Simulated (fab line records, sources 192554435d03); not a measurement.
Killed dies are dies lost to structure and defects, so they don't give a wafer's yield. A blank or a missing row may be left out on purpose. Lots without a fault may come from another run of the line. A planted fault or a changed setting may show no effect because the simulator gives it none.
Which tool did it? | flow n5_finfet | 10 lots, 26 wafers sampled, at 5 steps of a route of 1938

WHAT THE GAUGES READ, wafer by wafer
N5_BEOL_M0_SAQP_CD_MEAS_25: target cd 13.1 nm. Usual: cd_nm 12.83 nm, standard deviation 0.22.
lot  | measured     | on        | cd_nm (nm)        | flag
L124 | day 5 16:26  | cd_sem-03 | 13.18 12.59 12.58 |
L127 | day 6 06:26  | cd_sem-01 | 12.93 13.27       |
L129 | day 6 21:53  | cd_sem-03 | 13.00 12.93 12.50 |
L132 | day 7 13:56  | cd_sem-02 | 12.72 12.52 12.96 |
L133 | day 7 19:20  | cd_sem-03 | 12.53 13.46 13.15 |
L135 | day 8 10:00  | cd_sem-02 | 12.90 12.57       |
L136 | day 8 13:22  | cd_sem-02 | 12.75 12.68 12.58 |
L144 | day 10 13:05 | cd_sem-03 | 13.19 12.99       |
L145 | day 10 13:49 | cd_sem-02 | 12.71 12.99       |
L147 | day 11 12:12 | cd_sem-03 | 12.90 12.68 12.69 |

N5_BEOL_M4_RC_MEAS_101. Usual: DIBL_N 36.5 mV/V, standard deviation 1.9; DIBL_P 36.4 mV/V, standard deviation 2.2; IOFF_N 0.17 nA/um, standard deviation 0.034; IOFF_P 0.21 nA/um, standard deviation 0.036; ION_N 678 uA/um, standard deviation 12; ION_P 462 uA/um, standard deviation 7.1; SS_N 71.7 mV/dec, standard deviation 0.61; SS_P 73.4 mV/dec, standard deviation 0.71; VT_N 249 mV, standard deviation 3.5; VT_P -251 mV, standard deviation 3.
lot  | measured     | on        | DIBL_N (mV/V)  | DIBL_P (mV/V)  | IOFF_N (nA/um) | IOFF_P (nA/um) | ION_N (uA/um) | ION_P (uA/um) | SS_N (mV/dec)  | SS_P (mV/dec)  | VT_N (mV)   | VT_P (mV)      | flag
L124 | day 8 17:50  | prober-01 | 37.7 36.6 37.5 | 37.9 37.3 37.5 | 0.21 0.18 0.19 | 0.25 0.23 0.23 | 689 679 683   | 467 465 461   | 72.5 71.9 72.7 | 74.7 74.8 73.5 | 244 248 246 | -249 -250 -251 |
L127 | day 9 16:39  | prober-01 | 32.0 36.2      | 31.3 37.0      | 0.11 0.19      | 0.16 0.25      | 660 694       | 462 475       | 70.6 71.7      | 72.4 73.5      | 256 246     | -253 -248      |
L129 | day 9 17:25  | prober-02 | 38.1 35.4 39.0 | 38.5 33.8 39.9 | 0.20 0.14 0.22 | 0.25 0.18 0.28 | 687 670 688   | 464 456 473   | 71.9 71.4 72.3 | 73.6 72.7 74.6 | 246 251 245 | -249 -252 -248 |
L132 | day 10 21:35 | prober-01 | 36.3 36.0 35.0 | 34.0 33.9 32.9 | 0.13 0.13 0.12 | 0.17 0.16 0.16 | 664 671 658   | 456 453 458   | 70.8 70.9 71.3 | 72.6 73.0 72.2 | 253 252 256 | -258 -255 -256 |
L133 | day 11 09:53 | prober-01 | 38.7 37.5 36.0 | 38.9 38.0 35.6 | 0.20 0.18 0.14 | 0.23 0.21 0.17 | 692 691 664   | 470 467 457   | 72.4 72.1 71.6 | 74.4 73.2 73.2 | 244 249 254 | -250 -252 -256 |
L135 | day 12 10:33 | prober-02 | 35.0 35.8      | 34.6 35.2      | 0.12 0.13      | 0.17 0.18      | 667 664       | 456 452       | 71.5 71.1      | 72.6 72.2      | 256 254     | -254 -252      |
L136 | day 12 12:31 | prober-01 | 38.7 37.4 39.8 | 36.9 35.4 39.0 | 0.17 0.15 0.20 | 0.20 0.18 0.24 | 686 657 690   | 460 455 466   | 71.9 71.2 72.5 | 73.5 73.8 74.3 | 248 254 249 | -252 -254 -252 |
L144 | day 14 06:35 | prober-01 | 38.7 35.9      | 38.4 34.8      | 0.20 0.14      | 0.27 0.20      | 687 678       | 466 468       | 72.4 71.1      | 74.0 73.4      | 247 252     | -246 -253      |
L145 | day 13 20:20 | prober-01 | 36.0 35.6      | 37.6 37.0      | 0.16 0.16      | 0.18 0.19      | 665 686       | 449 466       | 71.5 71.1      | 73.1 73.4      | 250 248     | -254 -256      |
L147 | day 15 11:43 | prober-01 | 36.4 34.1 34.1 | 35.3 32.6 32.6 | 0.16 0.13 0.13 | 0.21 0.17 0.18 | 669 673 676   | 459 464 466   | 71.8 71.4 71.1 | 73.7 72.4 73.0 | 250 253 251 | -250 -253 -252 |

WHICH TOOL RAN EACH LOT (tool, then ch and the chambers of the sampled wafers, then the start)
lot  | N5_BEOL_M0_SAQP_DESCUM_19         | N5_BEOL_M0_SAQP_HM_OPEN_112       | N5_BEOL_M0_SAQP_SPACER1_ETCHBACK_99
L124 | rie_diel-02 ch 1,3, day 5 14:53   | rie_diel-02 ch 1,3, day 5 15:04   | rie_diel-06 ch 1,2, day 5 16:14
L127 | rie_diel-06 ch 1,3, day 6 04:17   | rie_diel-06 ch 1,3, day 6 04:29   | rie_diel-05 ch 0,1, day 6 06:15
L129 | rie_diel-06 ch 0,1,3, day 6 20:19 | rie_diel-06 ch 0,1,3, day 6 20:31 | rie_diel-05 ch 0,3, day 6 21:41
L132 | rie_diel-02 ch 0,1,2, day 7 11:55 | rie_diel-02 ch 0,1,2, day 7 12:07 | rie_diel-05 ch 2,3, day 7 13:44
L133 | rie_diel-06 ch 0,2, day 7 17:34   | rie_diel-06 ch 0,2, day 7 17:45   | rie_diel-02 ch 0,1,2, day 7 19:08
L135 | rie_diel-02 ch 1,2, day 8 08:22   | rie_diel-02 ch 1,2, day 8 08:33   | rie_diel-05 ch 0,2, day 8 09:49
L136 | rie_diel-02 ch 0,1,2, day 8 11:46 | rie_diel-02 ch 0,1,2, day 8 11:58 | rie_diel-06 ch 0,2,3, day 8 13:10
L144 | rie_diel-06 ch 0,3, day 10 11:31  | rie_diel-06 ch 0,3, day 10 11:43  | rie_diel-06 ch 2,3, day 10 12:53
L145 | rie_diel-06 ch 3, day 10 12:14    | rie_diel-06 ch 3, day 10 12:26    | rie_diel-05 ch 0,2, day 10 13:37
L147 | rie_diel-06 ch 0,1, day 11 10:31  | rie_diel-06 ch 0,1, day 11 10:42  | rie_diel-06 ch 2,3, day 11 12:00
- N5_BEOL_M0_SAQP_DESCUM_19: chemistry O2, time 7.9 s.
- N5_BEOL_M0_SAQP_HM_OPEN_112: chemistry CHF3/O2, target SiO2, stops on a-Si, target depth 12 nm, time 13.5 s.
- N5_BEOL_M0_SAQP_SPACER1_ETCHBACK_99: etches SiO2 in CHF3/O2, target depth 15.4 nm, time 7.7 s.

WHAT THE TOOLS THEMSELVES READ (means of the sampled wafers that have a number; where no wafer has one, the mark that the record gives instead)
N5_BEOL_M0_SAQP_DESCUM_19. Usual: drypump_motor_current_A 5.6 A, standard deviation 0.44; oes_product_au 0.76 a.u., standard deviation 0.069; rf_vpp_V 243.2 V, standard deviation 1.2; showerhead_plenum_p_Torr 2.10 Torr, standard deviation 0.058; throttle_valve_pct 20.44 %, standard deviation 0.21.
lot  | tool        | drypump_motor_current_A (A) | oes_product_au (a.u.) | rf_vpp_V (V) | showerhead_plenum_p_Torr (Torr) | throttle_valve_pct (%) | flag
L124 | rie_diel-02 | 5.6                         | 0.75                  | 241.8        | 2.04                            | 20.47                  |
L127 | rie_diel-06 | 6.1                         | 0.72                  | 244.4        | 2.12                            | 20.56                  |
L129 | rie_diel-06 | 5.8                         | 0.74                  | 242.6        | 2.09                            | 20.57                  |
L132 | rie_diel-02 | 5.6                         | 0.77                  | 243.2        | 2.10                            | 20.51                  |
L133 | rie_diel-06 | 5.3                         | 0.79                  | 242.8        | 2.07                            | 20.54                  |
L135 | rie_diel-02 | 5.8                         | 0.81                  | 242.8        | 2.06                            | 20.41                  |
L136 | rie_diel-02 | 5.6                         | 0.77                  | 243.7        | 2.10                            | 20.53                  |
L144 | rie_diel-06 | 5.4                         | 0.75                  | 242.6        | 2.09                            | 20.63                  |
L145 | rie_diel-06 | 5.7                         | 0.71                  | 243.8        | 2.17                            | 20.65                  |
L147 | rie_diel-06 | 5.6                         | 0.75                  | 242.6        | 2.03                            | 20.61                  |

N5_BEOL_M0_SAQP_HM_OPEN_112. Usual: drypump_motor_current_A 5.6 A, standard deviation 0.44; mfc_ar_sccm 200.0 sccm, standard deviation 0.56; oes_product_au 0.50 a.u., standard deviation 0.04; rf_vpp_V 525 V, standard deviation 9.5; showerhead_plenum_p_Torr 2.42 Torr, standard deviation 0.062; throttle_valve_pct 18.86 %, standard deviation 0.23.
lot  | tool        | drypump_motor_current_A (A) | mfc_ar_sccm (sccm) | oes_product_au (a.u.) | rf_vpp_V (V) | showerhead_plenum_p_Torr (Torr) | throttle_valve_pct (%) | flag
L124 | rie_diel-02 | 5.6                         | 200.1              | 0.49                  | 517          | 2.36                            | 18.91                  |
L127 | rie_diel-06 | 6.0                         | 199.6              | 0.46                  | 527          | 2.42                            | 18.86                  |
L129 | rie_diel-06 | 5.8                         | 199.0              | 0.49                  | 530          | 2.40                            | 18.94                  |
L132 | rie_diel-02 | 5.6                         | 200.0              | 0.51                  | 522          | 2.42                            | 18.94                  |
L133 | rie_diel-06 | 5.3                         | 200.8              | 0.51                  | 533          | 2.41                            | 19.02                  |
L135 | rie_diel-02 | 5.8                         | 200.2              | 0.53                  | 518          | 2.37                            | 18.79                  |
L136 | rie_diel-02 | 5.6                         | 200.0              | 0.50                  | 523          | 2.42                            | 18.95                  |
L144 | rie_diel-06 | 5.4                         | 199.8              | 0.47                  | 530          | 2.41                            | 19.04                  |
L145 | rie_diel-06 | 5.6                         | 199.1              | 0.45                  | 522          | 2.48                            | 18.96                  |
L147 | rie_diel-06 | 5.6                         | 200.6              | 0.46                  | 535          | 2.34                            | 19.02                  |

N5_BEOL_M0_SAQP_SPACER1_ETCHBACK_99. Usual: drypump_motor_current_A 5.7 A, standard deviation 0.43; mfc_ar_sccm 200.0 sccm, standard deviation 0.62; oes_product_au 0.77 a.u., standard deviation 0.076; rf_vpp_V 524 V, standard deviation 9.1; showerhead_plenum_p_Torr 2.41 Torr, standard deviation 0.063; throttle_valve_pct 18.90 %, standard deviation 0.22.
lot  | tool        | drypump_motor_current_A (A) | mfc_ar_sccm (sccm) | oes_product_au (a.u.) | rf_vpp_V (V) | showerhead_plenum_p_Torr (Torr) | throttle_valve_pct (%) | flag
L124 | rie_diel-06 | 6.2                         | 200.2              | 0.71                  | 529          | 2.42                            | 18.87                  |
L127 | rie_diel-05 | 5.4                         | 200.6              | 0.79                  | 517          | 2.42                            | 18.69                  |
L129 | rie_diel-05 | 5.1                         | 199.8              | 0.75                  | 520          | 2.39                            | 19.03                  |
L132 | rie_diel-05 | 5.8                         | 200.2              | 0.80                  | 536          | 2.42                            | 18.76                  |
L133 | rie_diel-02 | 5.6                         | 199.5              | 0.77                  | 523          | 2.42                            | 19.00                  |
L135 | rie_diel-05 | 5.7                         | 199.6              | 0.85                  | 526          | 2.40                            | 18.59                  |
L136 | rie_diel-06 | 5.5                         | 199.5              | 0.75                  | 528          | 2.45                            | 19.05                  |
L144 | rie_diel-06 | 5.7                         | 200.3              | 0.72                  | 522          | 2.50                            | 19.02                  |
L145 | rie_diel-05 | 5.8                         | 200.1              | 0.84                  | 526          | 2.40                            | 18.60                  |
L147 | rie_diel-06 | 5.6                         | 200.1              | 0.72                  | 522          | 2.50                            | 19.02                  |

THE ANSWER, worked out from the rows above alone
Rule: a lot is off if the mean of its wafers that have a number lies more than 3 standard deviations from the usual mean. A lot without any number at a reading at which 4 lots or more have one is off too. The other lots that the step has rows for count as sound. The gauges are gone through in route order, then the tools' own readings, and for those a lot's mean is taken as printed above. The first step at which some lot is off is used, and at that step the reading that is off furthest; a lot without a number counts as furthest.
No lot is off at any reading shown: from this, nothing can be told.

WHAT THE SIMULATOR HAD PUT IN
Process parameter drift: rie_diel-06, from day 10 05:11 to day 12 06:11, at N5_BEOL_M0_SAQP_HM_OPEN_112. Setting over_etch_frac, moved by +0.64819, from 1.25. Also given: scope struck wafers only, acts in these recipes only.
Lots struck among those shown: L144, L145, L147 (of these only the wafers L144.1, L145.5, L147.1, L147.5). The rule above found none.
